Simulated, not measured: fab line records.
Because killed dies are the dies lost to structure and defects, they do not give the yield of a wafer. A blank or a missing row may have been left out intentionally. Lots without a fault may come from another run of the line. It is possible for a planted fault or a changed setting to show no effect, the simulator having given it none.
Matching of chambers    flow n5 finfet    N5_BEOL_M1_ETCH_64 on rie diel-02 has 4 sister chambers
The step etches SOC in N2/H2, target depth 75 nm, overetch 15 nm, time 112.5 s. 4 wafers are shown with their chamber, then 10 later ones without.

== WAFERS PAIRED WITH THEIR CHAMBERS ==
wafer   chamber  drypump motor current A (A)
L077.5  0        6.0
L079.2  1        5.9
L085.2  3        4.8
L085.5  2        5.6

== WAFERS WHOSE CHAMBER IS MISSING ==
wafer   drypump motor current A (A)
L085.6  4.8
L092.1  4.8
L092.4  6.0
L092.5  4.8
L093.1  4.8
L093.4  6.1
L093.6  5.9
L097.2  6.0
L097.4  5.9
L097.6  4.7

== THE CHAMBER EACH PASSED THROUGH ==
wafer   from the rows above  in truth
L085.6  3                    3
L092.1  3                    3
L092.4  0                    0
L092.5  3                    3
L093.1  3                    3
L093.4  0                    0
L093.6  1                    1
L097.2  0                    0
L097.4  1                    1
L097.6  3                    3
10 of 10 placed correctly. Not placeable from these rows: 0. Number placed wrongly: 0.
How it was worked out, from the rows above alone: a wafer's distance from a chamber is the root of the sum, over the readings, of the square of ((its reading less the chamber's mean) divided by the reading's scatter). If the next closest chamber is less than 2 further off than the closest, the wafer can't be placed; otherwise it belongs to the closest. For every chamber, the mean is computed from those of its wafers that are shown. The scatter: root of mean squared gap, hidden wafer to nearest shown wafer, with one shown wafer a chamber.
